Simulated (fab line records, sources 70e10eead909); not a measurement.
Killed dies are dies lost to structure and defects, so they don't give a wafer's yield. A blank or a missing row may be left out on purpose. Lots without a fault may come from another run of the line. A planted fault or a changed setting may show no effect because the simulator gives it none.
A struck lot beside a sound one | flow nand_harc | 14 steps out of a route of 1159
Sound: wafers L436.1, L436.2, L436.5. Struck: wafers L452.1, L452.2, L452.4. The cause comes at the end.
At each step with rows: each side's tool, then ch and its chambers, then its first start. Under that, the readings that differ: sound wafers | struck wafers | difference of the means | sigmas: that difference in standard deviations of wafers without a fault.
alike: readings whose means differ by less than 2 such deviations, and words and numbers that are the same on both sides. not compared: withheld readings, readings that some wafer has no value for, bounds like >300 that may hide the same value, and numbers for which the record gives no deviation and whose values overlap.
The two part at a step that has a row with sigmas, a row that says differs or no value, or rows on one side only. Numbers that don't overlap but have no deviation are shown without sigmas and don't part them. A reading that every wafer of one side lacks parts them only if that side has two wafers or more.

first, 2 steps without rows for these wafers: NHARC_A_SOURCE_PLATE_SRD_01; NHARC_A_SOURCE_PLATE_OXIDE_02 (material SiO2, target thk 10 nm, ox time 1362 s).
NHARC_A_SOURCE_PLATE_THK_MEAS_09: measures by ellipsometry.
  sound on film_metro-02, day 6 16:21; struck on film_metro-02, day 11 04:41
  alike: thk_nm
then, 3 steps without rows for these wafers: NHARC_A_SOURCE_PLATE_PVD_04 (deposits WSi2, target thk 50 nm); NHARC_A_SOURCE_PLATE_CVD_03 (deposits poly-Si, target thk 200 nm, time 4000 s); NHARC_A_SOURCE_PLATE_ANNEAL_05 (time 1800 s).
NHARC_A_SOURCE_PLATE_THK_MEAS_06: measures by ellipsometry.
  sound on film_metro-01, day 7 05:27; struck on film_metro-01, day 11 17:53
  alike: thk_nm
NHARC_A_SOURCE_PLATE_INSPECT_08:
  sound on defect_inspect-02, day 7 05:31; struck on defect_inspect-02, day 11 17:58
  alike: raw_defect_count
then, 1 step without rows for these wafers: NHARC_A_ONON_D1_DEP_00 (target thk 1000 nm).
NHARC_A_ONON_D1_THK_MEAS_02: measures by ellipsometry.
  sound on film_metro-01, day 7 06:18; struck on film_metro-02, day 11 18:32
  reading     | sound          | struck      | difference | sigmas
  thk_nm (nm) | 1003 1001 1002 | 978 980 980 | -23        | -3
NHARC_A_ONON_D1_DEP_03: target thk 1000 nm.
  sound on pecvd_onon-04 ch 0, day 7 06:29; struck on pecvd_onon-03 ch 0, day 11 18:35
NHARC_A_ONON_D1_THK_MEAS_05: measures by ellipsometry.
  sound on film_metro-01, day 7 07:00; struck on film_metro-01, day 11 19:06
  reading     | sound       | struck         | difference | sigmas
  thk_nm (nm) | 996 996 997 | 1598 1597 1599 | +602       | +60
then, 1 step without rows for these wafers: NHARC_A_ONON_D1_DEP_06 (target thk 1000 nm).
-- the record jumps here: 12 days lie between the struck wafers' starts before and after (it left off in module A_ONON_D1 and takes up again in module END, whose first step shown is number 1159 of the route) --
NHARC_END_SORT_01:
  the record has rows for the struck wafers here (prober-02 ch 0, day 23 16:08) and none for the sound ones

WHERE THEY PART
First at NHARC_A_ONON_D1_THK_MEAS_02; last, within this record, at NHARC_END_SORT_01.

WHY: what the simulator had put in
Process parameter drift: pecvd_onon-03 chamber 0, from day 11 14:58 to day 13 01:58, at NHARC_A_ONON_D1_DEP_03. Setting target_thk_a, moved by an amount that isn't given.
